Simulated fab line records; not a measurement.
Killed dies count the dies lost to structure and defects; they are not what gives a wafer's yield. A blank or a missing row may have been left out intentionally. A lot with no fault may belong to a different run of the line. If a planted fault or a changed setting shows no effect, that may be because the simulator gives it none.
Matching of chambers	flow n5-finfet	ald-sin-03 running N5_SPACER0_ALD_00: 4 sister chambers
The step deposits SiOCN, target thk 3.5 nm, pulse time 3 s, purge time 2 s. 4 wafers are shown with their chamber, then 11 later ones without.

## WAFERS WITH THEIR CHAMBER
wafer	chamber	heater-power-w (W)
L086.3	1	925
L088.5	2	951
L088.6	3	762
L093.1	0	733

## WAFERS WHOSE CHAMBER IS MISSING
wafer	heater-power-w (W)
L093.3	908
L093.5	783
L094.1	963
L094.2	910
L094.5	789
L096.2	976
L096.4	716
L096.6	896
L097.2	796
L097.3	736
L097.6	737

## WHICH CHAMBER EACH WENT THROUGH
wafer	from the rows above	in truth
L093.3	can't be placed: 1 or 2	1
L093.5	can't be placed: 3 or 0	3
L094.1	can't be placed: 2 or 1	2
L094.2	can't be placed: 1 or 2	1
L094.5	can't be placed: 3 or 0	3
L096.2	can't be placed: 2 or 1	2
L096.4	can't be placed: 0 or 3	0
L096.6	can't be placed: 1 or 2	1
L097.2	can't be placed: 3 or 0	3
L097.3	can't be placed: 0 or 3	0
L097.6	can't be placed: 0 or 3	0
Correctly placed: 0 of 11. Not placeable from these rows: 11 (in 11, the candidates include the true chamber). Number placed wrongly: 0.
How it was worked out, from the rows above alone: a wafer's distance from a chamber is the root of the sum, over the readings, of the square of ((its reading less the chamber's mean) divided by the reading's scatter). If the next closest chamber is less than 2 further off than the closest, the wafer can't be placed; otherwise it belongs to the closest. A chamber's mean is the mean of its shown wafers. The scatter (one wafer shown for each chamber): square how far every hidden wafer sits from the nearest shown wafer, average those squares and take the square root.
